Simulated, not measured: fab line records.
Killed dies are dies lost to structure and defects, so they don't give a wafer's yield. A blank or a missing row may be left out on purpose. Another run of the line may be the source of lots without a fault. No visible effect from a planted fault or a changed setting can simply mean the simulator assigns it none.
A lot that was struck, set against a sound lot    flow n5Finfet    41 out of 1938 route steps
Sound: wafers L755.1, L755.4, L755.6. Struck: wafers L749.2, L749.6. (L749.4 of the same lot was not struck and is left out.) The cause comes at the end.
At each step with rows: each side's tool, then ch and its chambers, then its first start. Under that, the readings that differ: sound wafers    struck wafers    difference of the means    sigmas: that difference in standard deviations of wafers without a fault.
alike: readings with means less than 2 such deviations apart, plus words and numbers identical on both sides. not compared: withheld readings, readings lacking a value on some wafer, bounds such as >300 that could conceal the same value, and numbers that have no deviation in the record and whose values overlap.
Wherever a step has rows on one side only, a row that says differs or no value, or a row with sigmas, the two part there. When numbers do not overlap yet have no deviation, they are printed without sigmas and do not part them. A reading missing from all wafers of one side parts the sides only when that side holds two or more wafers.

first, 9 steps without rows for these wafers: N5_BEOL_M4_ANNEAL_95 (time 240 s); N5_BEOL_M4_SPUTTER_96 (material Cu, target thk 4.5 nm, time 8.29 s); N5_BEOL_M4_ECD_50 (material Cu, target thk 300 nm); N5_BEOL_M4_ANNEAL_51 (time 90 s); N5_BEOL_M4_CMP_52 (polishes, stops on SiOC, t overpolish 6.8 s, target thk 40 nm); N5_BEOL_M4_PRE_CLEAN_60 (time 15 s); N5_BEOL_M4_CO_CAP_55 (material Co, precursor CCTBA/H2, target thk 2 nm, time 102.1 s); N5_BEOL_M4_PRE_CLEAN_56 (time 15 s); N5_BEOL_M4_DEP_57 (deposits SiCN from 3MS/NH3, target thk 8 nm, time 14 s).
N5_BEOL_M4_RC_MEAS_101:
  sound on prober-01 ch 0, day 13 17:37; struck on prober-02 ch 0, day 12 13:22
  alike: DIBL_N, DIBL_P, IOFF_N, IOFF_P, ION_N, ION_P, SS_N, SS_P, VT_N, VT_P
then, 24 steps without rows for these wafers: N5_BEOL_M5_ILD_DEP_00 (deposits SiCOH lowk from DEMS/porogen, target thk 140.64 nm, time 25.9 s); N5_BEOL_M5_CURE_79 (cures SiCOH lowk, time 240 s); N5_BEOL_M5_PECVD_70 (deposits SiO2 from TEOS/O2, target thk 16 nm, time 18 s); N5_BEOL_M5_HM_DEP_02 (deposits TiN, target thk 20 nm); N5_BEOL_M5_COAT_59 (time 60 s, resist thk 60 nm); N5_BEOL_M5_COAT_60 (time 60 s, resist thk 12 nm); N5_BEOL_M5_COAT_71 (time 60 s, resist thk 5 nm); N5_BEOL_M5_COAT_05 (resist thk 30 nm); N5_BEOL_M5_EBR_07; N5_BEOL_M5_SOFTBAKE_06 (time 60 s); N5_BEOL_M5_EXPOSE_08 (exposes mask M5, target cd 28 nm); N5_BEOL_M5_PEB_09 (peb time 60 s); N5_BEOL_M5_DEVELOP_10 (develop time 30 s); N5_BEOL_M5_DESCUM_16 (chemistry O2, time 7 s); N5_BEOL_M5_ETCH_72 (etches underlayer in N2/H2, target depth 6.5 nm, time 5.2 s); N5_BEOL_M5_ETCH_61 (etches SiARC in CF4, target depth 15.6 nm, time 26 s); N5_BEOL_M5_ETCH_62 (etches SOC in N2/H2, target depth 75 nm, overetch 15 nm, time 112.5 s); N5_BEOL_M5_STRIP_63 (strips in N2/H2); N5_BEOL_M5_STRIP_73 (strips in N2/H2); N5_BEOL_M5_STRIP_64 (strips in CF4); N5_BEOL_M5_HM_OPEN_17 (chemistry Cl2/BCl3, target TiN, target depth 20 nm, overetch 6 nm); N5_BEOL_M5_STRIP_19 (strips in O2); N5_BEOL_M5_COAT_65 (time 60 s, resist thk 60 nm); N5_BEOL_M5_COAT_66 (time 60 s, resist thk 12 nm).
-- a jump in the record: the struck wafers' starts before and after are 2 days apart (it breaks off in module BEOL_M5 and resumes in module BEOL_M11, where the first step shown is number 1554 of the route) --
N5_BEOL_M11_ETCH_62: etches SOC in N2/H2, target depth 110 nm, overetch 22 nm, time 165 s.
  sound on rieDiel-02 ch 1,2, day 16 08:02; struck on rieDiel-03 ch 1, day 14 23:26
reading                                     sound              struck       difference  sigmas
throttleValvePct (%)                        17.90 17.83 17.89  17.30 17.31  -0.57       -3
model.etch.depthNm (nm)                     99.67 99.54 99.36  93.32 93.3   -6.21       
model.SiARC_of_BEOL_M11_COAT_60.thkNm (nm)  23.6 23.8 23.6     25.4 25.4    +1.7        
model.BEOL_M11.cdOffsetNm (nm)              -0.4 0 -0.4        -1 -1.2      -1          
  alike: drypumpMotorCurrentA, oesProductAu, rfVppV, showerheadPlenumPTorr
  not compared: rfHoursCounterH
N5_BEOL_M11_HM_OPEN_17: chemistry Cl2/BCl3, target TiN, target depth 20 nm, overetch 6 nm.
  sound on rieMetal-01 ch 0,1, day 16 08:14; struck on rieMetal-02 ch 0,1, day 14 23:38
reading                         sound        struck  difference  sigmas
model.BEOL_M11.cdOffsetNm (nm)  -0.4 0 -0.4  -1 -1   -1          
  alike: drypumpMotorCurrentA, heBacksideLeakSccm, mfcArSccm, oes_ar_750_au, oesProductAu, throttleValvePct
  not compared: rfHoursCounterH
N5_BEOL_M11_CD_MEAS_18: pitch 140 nm, target cd 70 nm.
  sound: cdSem-03 at day 16 08:25; struck: cdSem-01 at day 14 23:49
reading    sound           struck  difference                     sigmas
cdNm (nm)  69.5 70.3 69.7  - -     no value on the struck wafers  
N5_BEOL_M11_VIA_ETCH_34: etches SiCOH lowk in C4F6/O2, target depth 184.5 nm, time 69.2 s.
  sound on rieDiel-05 ch 0,1,3, day 16 10:27; struck on rieDiel-03 ch 1,3, day 15 02:16
reading              sound           struck     difference  sigmas
oesProductAu (a.u.)  0.93 0.88 0.81  0.33 0.31  -0.55       -6
  alike: drypumpMotorCurrentA, mfcArSccm, oes_ar_750_au, rfVppV, showerheadPlenumPTorr, throttleValvePct
  not compared: rfHoursCounterH
N5_BEOL_M11_OCD_MEAS_38:
  sound: ocd-02 at day 16 10:44; struck: ocd-01 at day 15 02:34
reading             sound        struck  difference  sigmas
trenchDepthNm (nm)  145 147 150  3 4     -144        -45
N5_BEOL_M11_CD_MEAS_35: target cd 70 nm.
  sound: cdSem-02 at day 16 10:53; struck: cdSem-01 at day 15 02:43
reading    sound           struck  difference                     sigmas
cdNm (nm)  70.0 70.3 69.7  - -     no value on the struck wafers  
N5_PASSIVATION_PROBE_49:
  record: rows for the struck wafers here (prober-02, day 16 18:31), none for the sound ones

WHERE THEY PART
Last at N5_PASSIVATION_PROBE_49 as far as this record goes, first at N5_BEOL_M11_ETCH_62.

WHY: whatever the simulator had introduced
rieDiel-03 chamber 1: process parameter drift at N5_BEOL_M11_ETCH_62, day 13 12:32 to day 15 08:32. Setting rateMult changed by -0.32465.
